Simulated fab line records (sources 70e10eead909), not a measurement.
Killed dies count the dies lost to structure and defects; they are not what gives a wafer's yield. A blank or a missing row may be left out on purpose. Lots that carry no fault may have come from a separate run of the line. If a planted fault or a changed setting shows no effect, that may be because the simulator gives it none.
fab line records	flow nand-harc
record: lots: 5	wafers: 15	last-day: 33
route steps=1302 shown P_M2@325 P_BONDPAD@351 END@1302
lots that met no fault: from a run of the same line without faults
start-h: hours from the record's opening day to when the first of the lot's shown wafers began	wait-h: hours from the lot's prior step to this one	" repeats the value in the row above	L1.1+2: several wafers, shown together as one row	- either no value or no given start	* or withheld: withheld	< > ~ a bound
route shown NAME@n: names a module that has steps shown in the file, with the first one's number in the route	usual: mean and standard deviation over wafers with no fault	same: alike in all rows	chamber/n: place in a boat	sites: each site's reading	_std_site: the standard deviation of these	_edge_site: outer sites' mean less inner sites'	radius-mm: for every site, how far away it sits from the centre of the wafer	mask NAME#n: copy n	behind: the most recent tool/chamber to have shaped the wafer	hold: why the lot was held/for how many hours/how that ended	device: the transistor (n, p or np) that didn't switch	end of line: tests of these same wafers at the route's end	where a step has no rows: the recipe by itself	killed: not the wafer's yield, but the dies lost to structure and defects at the first sort	map: the dies of a wafer, with x for killed, . for not killed, _ for no die there
set.NAME: the run value of the setting; set.NAME@STEP: its run value at that earlier step	model.NAME: the simulator's own value behind a step, which no gauge read
a table for each step, a row for each wafer; lots at some steps of the route
services: from which hour (start-h, from the record's first day; less than 0 if before it) a tool's chamber was out of use, for how many hours, and why
== steps ==
step: NHARC_P_M2_EXPOSE_06
recipe: na: 1.35	target-cd-nm: 170	dose-mj: 80.78	mask-id: P_M2
step: NHARC_P_M2_PEB_07
recipe: peb-temp-c: 100	peb-time-s: 65
step: NHARC_P_M2_DEVELOP_08
recipe: develop-time-s: 35	dev-temp-c: 23
step: NHARC_P_M2_CD_MEAS_09
recipe: target-cd-nm: 170	landing-energy-ev: 500
usual: cd-nm: 170.1/0.51
lot.wafer	tool	chamber	start-h	wait-h	cd-nm
L192.2	cd-sem-02	0	133.83	-	169.6
L192.5	"	0	"	"	170.3
L192.6	"	0	"	"	170.7
L193.2	cd-sem-02	0	161.10	-	169.5
L193.4	"	0	"	"	170.4
L193.6	"	0	"	"	170.1
L199.2	cd-sem-01	0	205.38	-	169.7
L199.4	"	0	"	"	170.4
L199.5	"	0	"	"	170.2
L200.2	cd-sem-02	0	218.28	-	168.9
L200.3	"	0	"	"	169.4
L200.6	"	0	"	"	169.4
L212.1	cd-sem-03	0	349.00	-	171.0
L212.2	"	0	"	"	170.9
L212.4	"	0	"	"	170.4
step: NHARC_P_M2_OVL_MEAS_10
recipe: pitch-nm: 340
usual: overlay-x-nm: -0.1/0.82	overlay-y-nm: 0.1/0.75
lot.wafer	tool	chamber	start-h	wait-h	overlay-x-nm	overlay-y-nm
L192.2	overlay-01	-	133.91	-	-0.5	0.4
L192.5	"	-	"	"	-0.5	-0.2
L192.6	"	-	"	"	-0.8	0.0
L193.2	overlay-02	-	161.19	-	-1.1	0.3
L193.4	"	-	"	"	-1.0	0.4
L193.6	"	-	"	"	-1.3	0.7
L199.2	overlay-01	-	205.46	-	1.1	0.8
L199.4	"	-	"	"	1.6	1.6
L199.5	"	-	"	"	1.6	1.1
L200.2	overlay-01	-	218.36	-	-1.9	-0.2
L200.3	"	-	"	"	-1.5	0.2
L200.6	"	-	"	"	-1.1	0.2
L212.1	overlay-01	-	349.09	-	0.5	0.9
L212.2	"	-	"	"	0.8	0.1
L212.4	"	-	"	"	0.2	0.4
step: NHARC_P_M2_INSPECT_11
usual: raw-defect-count: 5/3.5
lot.wafer	tool	chamber	start-h	wait-h	raw-defect-count
L192.2	defect-inspect-01	-	133.95	0.0	3
L192.5	"	-	"	"	7
L192.6	"	-	"	"	6
L193.2	defect-inspect-01	-	161.22	0.0	2
L193.4	"	-	"	"	5
L193.6	"	-	"	"	5
L199.2	defect-inspect-01	-	205.50	0.0	2
L199.4	"	-	"	"	4
L199.5	"	-	"	"	5
L200.2	defect-inspect-01	-	218.40	0.0	12
L200.3	"	-	"	"	10
L200.6	"	-	"	"	11
L212.1	defect-inspect-02	-	349.13	0.0	8
L212.2	"	-	"	"	6
L212.4	"	-	"	"	12
step: NHARC_P_M2_DESCUM_14
recipe: time-s: 3	o2-flow-sccm: 200	ar-flow-sccm: 0	bias-power-w: 0	chemistry: O2
step: NHARC_P_M2_ETCH_35
recipe: target-depth-a: 400	overetch-a: 120	time-s: 43.94	ion-energy-ev: 200	n2-flow-sccm: 150	h2-flow-sccm: 150	ar-flow-sccm: 0	rf-w: 400	bias-w: 150	chemistry: N2/H2
step: NHARC_P_M2_ETCH_15
recipe: target-depth-a: 1825	time-s: 91.2	c4f8-flow-sccm: withheld	ar-flow-sccm: 400	rf-w: 600	bias-w: 300	chemistry: C4F8/Ar
step: NHARC_P_M2_CD_MEAS_16
usual: cd-nm: 170.2/0.62
lot.wafer	tool	chamber	start-h	wait-h	cd-nm
L192.2	cd-sem-02	-	134.36	-	169.5
L192.5	"	-	"	"	169.9
L192.6	"	-	"	"	170.5
L193.2	cd-sem-03	-	161.59	-	170.0
L193.4	"	-	"	"	169.7
L193.6	"	-	"	"	170.3
L199.2	cd-sem-03	-	205.87	-	169.9
L199.4	"	-	"	"	170.8
L199.5	"	-	"	"	170.5
L200.2	cd-sem-01	-	218.77	-	169.4
L200.3	"	-	"	"	169.8
L200.6	"	-	"	"	169.7
L212.1	cd-sem-02	-	349.50	-	171.3
L212.2	"	-	"	"	171.0
L212.4	"	-	"	"	170.6
step: NHARC_P_M2_STRIP_18
recipe: power-w: 1000	n2-flow-sccm: 150	h2-flow-sccm: 150	ar-flow-sccm: 0	bias-w: 0	chemistry: N2/H2
usual: drypump-motor-current-A: 5.8/0.59	oes-product-au: 1.003/0.0073	rf-vpp-V: 90.9/0.83	showerhead-plenum-p-Torr: 2.08/0.087	throttle-valve-pct: 14.169/0.009
lot.wafer	tool	chamber	start-h	wait-h	drypump-motor-current-A	oes-product-au	rf-hours-counter-h	rf-vpp-V	showerhead-plenum-p-Torr	throttle-valve-pct
L192.2	rie-diel-07	0	134.46	0.1	4.6	1.009	0.3	92.5	2.20	14.179
L192.5	"	2	"	"	5.5	1.000	-	90.4	2.11	14.173
L192.6	"	1	"	"	6.4	1.012	-	90.6	1.94	14.177
L193.4	rie-diel-07	3	161.71	0.1	6.4	1.008	0.2	90.8	2.12	14.164
L193.2	"	0	"	"	4.6	1.000	1.9	92.9	2.20	14.164
L193.6	"	1	"	"	6.3	1.006	-	89.4	1.94	14.163
L199.4	rie-diel-05	1	205.94	0.1	5.7	1.004	9.9	89.4	1.98	14.174
L199.2	"	2	"	"	5.6	1.010	8.2	91.0	2.11	14.172
L199.5	"	1	"	"	5.7	1.002	-	91.6	1.98	14.167
L200.2	rie-diel-07	2	218.89	0.1	5.5	1.017	5.3	91.0	2.10	14.162
L200.3	"	3	"	"	6.4	1.006	3.4	90.7	2.12	14.164
L200.6	"	0	"	"	4.6	1.005	-	92.2	2.20	14.176
L212.4	rie-diel-02	3	349.57	0.1	5.8	0.989	6.8	92.0	2.15	14.178
L212.1	"	0	"	"	5.6	1.000	6.7	90.6	2.16	14.158
L212.2	"	1	"	"	5.5	0.998	6.4	90.0	1.97	14.167
step: NHARC_P_M2_ETCH_28
recipe: target-depth-a: 300	over-etch-frac: 0.3	time-s: 72.99	ion-energy-ev: 150	cf4-flow-sccm: 50	n2-flow-sccm: 100	ar-flow-sccm: 150	rf-w: 300	bias-w: 100	chemistry: CF4/N2
step: NHARC_P_M2_STRIP_19
recipe: time-s: 600	temp-c: 30	chemistry: post-etch-residue-remover
lot.wafer	tool	chamber	start-h	wait-h
L192.6+5+2	wet-bench-10	6,0,1	134.88	-
L193.6+4+2	wet-bench-08	5,6,0	162.04	-
L199.4+5+2	wet-bench-10	3,6,7	206.32	-
L200.3+2+6	wet-bench-10	3,6,0	219.21	-
L212.2+4+1	wet-bench-10	0,2,4	349.95	-
step: NHARC_P_M2_DEGAS_29
recipe: temp-c: 250	time-s: 60
step: NHARC_P_M2_PRE_CLEAN_30
recipe: time-s: 30	temp-c: 280	gas: H2/He
usual: heater-power-w: 410/40	susceptor-temp-C: 279.99/0.18
lot.wafer	tool	chamber	start-h	wait-h	heater-power-w	susceptor-temp-C
L192.2	pvd-sputter-01	-	-	-	326	280.15
L192.6	"	-	"	"	354	280.14
L192.5	"	-	"	"	398	279.91
L193.2	pvd-sputter-01	-	-	-	353	279.50
L193.4	"	-	"	"	346	280.02
L193.6	"	-	"	"	385	279.90
L199.4	pvd-sputter-03	-	-	-	442	-
L199.2	"	-	"	"	433	-
L199.5	"	-	"	"	444	-
L200.3	pvd-sputter-03	-	-	-	443	279.93
L200.2	"	-	"	"	450	280.12
L200.6	"	-	"	"	443	280.02
L212.4	pvd-sputter-02	-	-	-	431	279.86
L212.2	"	-	"	"	434	280.02
L212.1	"	-	"	"	370	279.82
step: NHARC_P_M2_PVD_20
recipe: target-thk-a: 50	bias-v: 168.6	power-w: 15000	chamber-pressure-pa: 0.12	time-s: 8.06	substrate-temp-c: 50	material: TaN
step: NHARC_P_M2_PVD_21
recipe: target-thk-a: 300	chamber-pressure-pa: 5	power-w: 5000	substrate-temp-c: 30	time-s: 20.49	material: Cu
step: NHARC_P_M2_ECD_22
recipe: target-thk-a: 4000	bath-temp-c: 25	material: Cu
step: NHARC_P_M2_ANNEAL_31
recipe: temp-c: 225	time-s: 90
usual: wafer_temp_C_max: 225.9/0.34
lot.wafer	tool	chamber	start-h	wait-h	wafer_temp_C_max
L192.2	rtp-anneal-01	0	135.92	0.4	225.3
L192.5	"	0	"	"	225.4
L192.6	"	0	"	"	225.3
L193.2	rtp-anneal-02	0	163.10	-	225.9
L193.4	"	0	"	"	226.0
L193.6	"	0	"	"	225.8
L199.2	rtp-anneal-02	0	207.37	-	225.4
L199.4	"	0	"	"	226.1
L199.5	"	0	"	"	226.0
L200.2	rtp-anneal-01	0	220.29	0.3	225.7
L200.3	"	0	"	"	225.5
L200.6	"	0	"	"	225.5
L212.1	rtp-anneal-02	0	350.98	-	226.2
L212.2	"	0	"	"	226.1
L212.4	"	0	"	"	226.4
step: NHARC_P_M2_CMP_23
recipe: t-overpolish-s: 20	target-thk-nm: 144.3
usual: motor-current-A: 12.8/0.83	slurry-flow-ml-min: 150.1/0.47	time-to-endpoint-s: 28.6/2.2
lot.wafer	tool	chamber	start-h	wait-h	motor-current-A	slurry-flow-ml-min	time-to-endpoint-s
L192.2	cmp-01	2	136.21	-	12.1	149.7	31.4
L192.6	"	2	"	"	13.1	150.4	31.4
L192.5	"	3	"	"	13.0	150.6	29.5
L193.4	cmp-01	1	163.45	-	12.7	149.9	25.7
L193.2	"	2	"	"	12.8	150.8	26.1
L193.6	"	3	"	"	12.9	150.0	26.2
L199.2	cmp-04	1	207.66	-	12.0	149.6	30.8
L199.4	"	0	"	"	12.6	150.3	32.8
L199.5	"	1	"	"	11.8	150.6	30.0
L200.2	cmp-01	3	220.65	-	11.7	150.0	31.3
L200.3	"	0	"	"	13.3	150.5	29.8
L200.6	"	2	"	"	12.6	150.8	31.6
L212.2	cmp-01	0	351.36	-	12.8	150.7	25.0
L212.1	"	1	"	"	13.2	150.6	29.5
L212.4	"	2	"	"	12.8	150.1	27.5
step: NHARC_P_M2_THK_MEAS_24
recipe: thk-meas-gauge: xrf
usual: thk-nm: 144.2/1.6
lot.wafer	tool	chamber	start-h	wait-h	thk-nm
L192.2	film-metro-01	-	136.52	-	145.4
L192.5	"	-	"	"	143.5
L192.6	"	-	"	"	145.5
L193.2	film-metro-01	-	163.71	-	144.3
L193.4	"	-	"	"	143.5
L193.6	"	-	"	"	143.3
L199.2	film-metro-02	-	207.97	-	146.5
L199.4	"	-	"	"	148.1
L199.5	"	-	"	"	145.6
L200.2	film-metro-01	-	220.91	-	145.7
L200.3	"	-	"	"	145.7
L200.6	"	-	"	"	145.1
L212.1	film-metro-02	-	351.64	-	144.2
L212.2	"	-	"	"	144.5
L212.4	"	-	"	"	146.6
step: NHARC_P_M2_SRD_25
step: NHARC_P_M2_PRE_CLEAN_32
recipe: time-s: 12	temp-c: 370	rf-power-w: 300	gas: NH3
usual: heater-power-outer-w: 410/55	heater-power-w: 678/79	susceptor-temp-C: 370.02/0.21
lot.wafer	tool	chamber	start-h	wait-h	heater-power-outer-w	heater-power-w	susceptor-temp-C
L192.2	pecvd-03	1	136.77	0.1	328	540	369.86
L192.5	"	0	"	"	518	800	369.92
L192.6	"	1	"	"	337	550	369.90
L193.2	pecvd-02	1	163.97	0.1	433	763	369.84
L193.4	"	0	"	"	386	618	369.71
L193.6	"	1	"	"	431	752	370.15
L199.2	pecvd-02	2	208.22	0.1	324	537	370.12
L199.5	"	0	"	"	421	678	370.17
L199.4	"	1	"	"	452	764	370.34
L200.2	pecvd-03	1	221.39	0.3	404	648	370.10
L200.3	"	2	"	"	394	699	369.91
L200.6	"	1	"	"	413	653	370.25
L212.2	pecvd-01	2	351.90	0.1	314	568	370.08
L212.1	"	1	"	"	497	760	370.48
L212.4	"	0	"	"	450	801	369.85
step: NHARC_P_M2_DEP_33
recipe: target-thk-a: 300	temp-c: 370	target-thk-nm: 30	pressure-torr: 3	flow-sccm: 200	rf-w: 450	material: SiCN
step: NHARC_P_BONDPAD_DEP_00
recipe: target-thk-a: 2500	temp-c: 370	target-thk-nm: 250	pressure-torr: 3	flow-sccm: 200	rf-w: 450	material: SiCN
step: NHARC_P_BONDPAD_CMP_32
recipe: target-thk-nm: 200	material: SiCN
step: NHARC_P_BONDPAD_THK_MEAS_33
recipe: thk-meas-gauge: ellipsometry
usual: thk-nm: 200.1/1.4
lot.wafer	tool	chamber	start-h	wait-h	thk-nm
L192.2	film-metro-02	-	137.90	0.2	198.7
L192.5	"	-	"	"	201.0
L192.6	"	-	"	"	198.5
L193.2	film-metro-02	-	165.11	0.2	202.1
L193.4	"	-	"	"	199.9
L193.6	"	-	"	"	200.9
L199.2	film-metro-01	-	209.34	0.2	200.9
L199.4	"	-	"	"	200.9
L199.5	"	-	"	"	200.2
L200.2	film-metro-01	-	222.53	0.2	198.8
L200.3	"	-	"	"	198.4
L200.6	"	-	"	"	201.4
L212.1	film-metro-02	-	353.03	0.2	198.9
L212.2	"	-	"	"	200.1
L212.4	"	-	"	"	197.4
step: NHARC_P_BONDPAD_SRD_34
step: NHARC_P_BONDPAD_DEHYDRATE_01
recipe: temp-c: 150	time-s: 120
step: NHARC_P_BONDPAD_HMDS_02
recipe: time-s: 30
step: NHARC_P_BONDPAD_COAT_36
recipe: temp-c: 200	time-s: 65
step: NHARC_P_BONDPAD_COAT_03
recipe: spin-rpm: 2000	resist-thk-nm: 600
step: NHARC_P_BONDPAD_SOFTBAKE_04
recipe: temp-c: 125	time-s: 70
step: NHARC_P_BONDPAD_EBR_05
step: NHARC_P_BONDPAD_EXPOSE_06
recipe: na: 0.55	dose-mj: 37.06	mask-id: P_BPAD
step: NHARC_P_BONDPAD_PEB_07
recipe: peb-temp-c: 128	peb-time-s: 80
step: NHARC_P_BONDPAD_DEVELOP_08
recipe: time-s: 50	dev-temp-c: 22
step: NHARC_P_BONDPAD_CD_MEAS_09
recipe: target-cd-nm: 500	landing-energy-ev: 500
usual: cd-nm: 500.3/1.5
lot.wafer	tool	chamber	start-h	wait-h	cd-nm
L192.2	cd-sem-03	0	138.46	-	502.7
L192.5	"	0	"	"	501.1
L192.6	"	0	"	"	500.5
L193.2	cd-sem-02	0	165.56	-	503.6
L193.4	"	0	"	"	502.0
L193.6	"	0	"	"	500.3
L199.2	cd-sem-03	0	209.91	-	498.6
L199.4	"	0	"	"	499.4
L199.5	"	0	"	"	495.8
L200.2	cd-sem-01	0	223.10	-	497.5
L200.3	"	0	"	"	498.7
L200.6	"	0	"	"	497.6
L212.1	cd-sem-01	0	353.63	-	499.4
L212.2	"	0	"	"	498.4
L212.4	"	0	"	"	500.0
step: NHARC_P_BONDPAD_OVL_MEAS_38
usual: overlay-x-nm: -2/5.4	overlay-y-nm: 1/8.4
lot.wafer	tool	chamber	start-h	wait-h	overlay-x-nm	overlay-y-nm
L192.2	overlay-01	-	138.55	-	5	-20
L192.5	"	-	"	"	4	-20
L192.6	"	-	"	"	4	-20
L193.2	overlay-01	-	165.64	-	0	5
L193.4	"	-	"	"	-1	5
L193.6	"	-	"	"	0	5
L199.2	overlay-01	-	210.00	-	8	5
L199.4	"	-	"	"	8	6
L199.5	"	-	"	"	8	5
L200.2	overlay-02	-	223.18	-	-6	3
L200.3	"	-	"	"	-7	2
L200.6	"	-	"	"	-7	2
L212.1	overlay-01	-	353.72	-	-4	1
L212.2	"	-	"	"	-4	1
L212.4	"	-	"	"	-5	1
step: NHARC_P_BONDPAD_HARDBAKE_10
recipe: temp-c: 118	time-s: 65
step: NHARC_END_SORT_01
recipe: temp-c: 25
usual: defect-limited-yield: 91.6/2.6	killed-at-array: 51/17	killed-at-other: 1.6/2.1	killed-at-periphery: 4/3.2	killed-dies: 57/18	killed-open: 2.9/1.7	killed-short: 2.3/1.3	sort_bin_2_pct: 3.0/1.2	sort_bin_3_pct: 0.7/0.43	sort_bin_4_pct: 4.7/1.4	sort-n-pass: 620/18	sort-rim-yield-pct: 87/4.8	sort-yield-pct: 91.6/2.6
same: gross-dies: 677	sort_bin_5_pct[%]: 0	sort_bin_6_pct[%]: 0	sort_bin_7_pct[%]: 0	sort_bin_8_pct[%]: 0	sort-rim-n-gross: 106.00
lot.wafer	tool	chamber	start-h	wait-h	defect-limited-yield[%]	killed-at-array	killed-at-other	killed-at-periphery	killed-dies	killed-open	killed-short	sort_bin_2_pct[%]	sort_bin_3_pct[%]	sort_bin_4_pct[%]	sort-n-pass	sort-rim-yield-pct[%]	sort-yield-pct[%]
L192.2	prober-02	0	575.89	2.8	94.2	33	2	4	39	2	1	2.4	0.3	3.1	638	87	94.2
L192.5	prober-02	0	578.30	3.7	91.9	48	1	6	55	7	4	2.4	0.4	5.3	622	81	91.9
L192.6	prober-02	0	579.10	4.0	95.0	30	3	1	34	2	1	1.9	0.4	2.7	643	89	95.0
L212.1	prober-02	0	780.34	2.5	87.0	39	0	49	88	3	2	5.0	2.4	5.6	589	78	87.0
L212.2	prober-02	0	781.15	2.8	94.2	33	0	6	39	2	3	1.3	0.6	3.8	638	95	94.2
L212.4	prober-02	0	782.76	3.4	93.9	29	0	12	41	1	3	1.9	0.3	3.8	636	91	93.9
killed by level:class
L192.2 A_SLIT:chamber-film-flake=20 A_CHANNEL_HOLE_D2:chamber-film-flake=6 A_CONTACT:chamber-film-flake=3 P_ZERO_WELL:chamber-film-flake=2 A_STAIRCASE:chamber-film-flake=2 THIN_TSV:chamber-film-flake=2 P_M0:geometric-particle:short=1 A_CHANNEL_FILL_D1:geometric-particle:open=1
L192.5 A_SLIT:chamber-film-flake=22 A_CHANNEL_HOLE_D2:chamber-film-flake=7 A_DECK1_JOINT:chamber-film-flake=5 A_CHANNEL_HOLE_D1:chamber-film-flake=3 A_CONTACT:chamber-film-flake=3 P_M2:geometric-particle:open=2 A_CHANNEL_FILL_D2:geometric-particle:short=2 P_STI:geometric-particle:open=1
L192.6 A_SLIT:chamber-film-flake=20 THIN_TSV:chamber-film-flake=3 A_CHANNEL_HOLE_D2:chamber-film-flake=2 A_STAIRCASE:chamber-film-flake=2 A_CONTACT:chamber-film-flake=2 A_DECK1_JOINT:geometric-particle:open=1 A_M0:geometric-particle:open=1 A_M0:geometric-particle:short=1
L212.1 P_M2:unspecified=44 A_CHANNEL_HOLE_D1:chamber-film-flake=12 A_SLIT:chamber-film-flake=7 A_STAIRCASE:chamber-film-flake=6 A_CONTACT:chamber-film-flake=5 P_GATE:chamber-film-flake=4 A_ZERO_WELL:chamber-film-flake=2 A_WL_FILL:chamber-film-flake=2
L212.2 A_CHANNEL_HOLE_D1:chamber-film-flake=8 A_CONTACT:chamber-film-flake=7 A_STAIRCASE:chamber-film-flake=6 P_GATE:chamber-film-flake=4 A_SLIT:chamber-film-flake=4 A_DECK1_JOINT:chamber-film-flake=2 P_GATE:geometric-particle:short=1 A_SOURCE_PLATE:geometric-particle:open=1
L212.4 A_CHANNEL_HOLE_D1:chamber-film-flake=11 P_GATE:chamber-film-flake=5 A_SLIT:chamber-film-flake=5 A_CONTACT:chamber-film-flake=5 P_CONTACT:chamber-film-flake=4 A_CHANNEL_HOLE_D2:chamber-film-flake=2 A_STAIRCASE:chamber-film-flake=2 P_CONTACT:geometric-particle:short=1
map L212.1 (x killed, . not)
____________x____________
_________xxxxxxx_________
_______.xxxxxxxxxx_______
______...xxxxxxxxx.______
_____....xxxxxx...x._____
____....x.xxxxxx.....____
____.......xxxxx.....____
___.........xx........___
___...x...............___
__.....................__
__.x..x................__
_....x.................._
_......x................_
_......................._
_...x................x.._
_......................._
........................x
.........................
.....................xxxx
.......x.............xx.x
.......................x.
_...................x..._
_....................x.x_
_......................._
_..............xx......._
_..................x...._
__....x............x...__
__................xx...__
___..................x___
___..........x........___
____............x.x..____
____.................____
_____...x..x...x.x.._____
______..x........x.______
_______.xx..x....._______
_________......._________
____________.____________
map L192.5 (x killed, . not)
____________.____________
_________.x..x.._________
_______..........._______
______.............______
_____......x........_____
____..........x......____
____.................____
___............x......___
___...................___
__...x.........x.....x.__
__.....................__
_.........x............._
_.................xx...._
_.....................x._
_......................x_
_...................x..x_
.....................xx.x
...........x.......xx..x.
x.....................xxx
......................xxx
......................xxx
_......................x_
_..................x..x._
_......................._
_....................x.._
_x......................_
__.................x...__
__................x....__
___.....x..x......x...___
___..x................___
____..x.............x____
____.x.x...x........x____
_____x.............._____
______xx.........x.______
_______xx........._______
_________......._________
____________.____________
== services ==
tool	chamber	start-h	hours	kind
wet-bench-10	-	116.67	14.6	repair
rie-diel-07	-	117.20	9.0	pm
wet-bench-10	-	135.20	8.0	pm
pecvd-03	-	151.25	0.9	repair
cmp-01	-	159.51	0.5	repair
wet-bench-10	-	174.05	21.6	repair
pvd-sputter-03	-	177.59	10.0	pm
pecvd-03	-	185.00	13.0	pm
pvd-sputter-03	-	188.46	6.7	repair
cmp-01	-	192.13	4.0	pm
pecvd-02	0	196.15	9.2	repair
rie-diel-07	-	197.61	0.3	repair
pecvd-03	-	216.83	0.7	repair
pvd-sputter-01	-	223.88	3.4	repair
pecvd-02	-	227.08	13.0	pm
cmp-01	-	235.44	1.6	repair
cmp-01	-	246.54	1.5	repair
pvd-sputter-03	-	254.17	5.1	repair
cmp-01	-	278.71	1.1	repair
cmp-01	-	290.13	4.0	pm
rie-diel-07	-	294.20	9.0	pm
rie-diel-07	2	306.54	4.4	repair
wet-bench-10	-	311.20	8.0	pm
rie-diel-07	2	328.40	14.6	repair
== key ==
first-sign: step: NHARC_END_SORT_01	reading: killed-at-periphery	direction: up	sigmas: 14	usual: 4	struck: 49
more-kills-born-at: NHARC_P_M2_STRIP_19@wet-bench-10: 44
met-at NHARC_P_M2_STRIP_19
struck-wafers L212.1
fault: kind: chamber-particle-source	tool: wet-bench-10	chamber: 4	onset-h: 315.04	steps: NHARC_P_M2_STRIP_19	rate-per-visit-cm2: 0.62384	end-h: 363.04
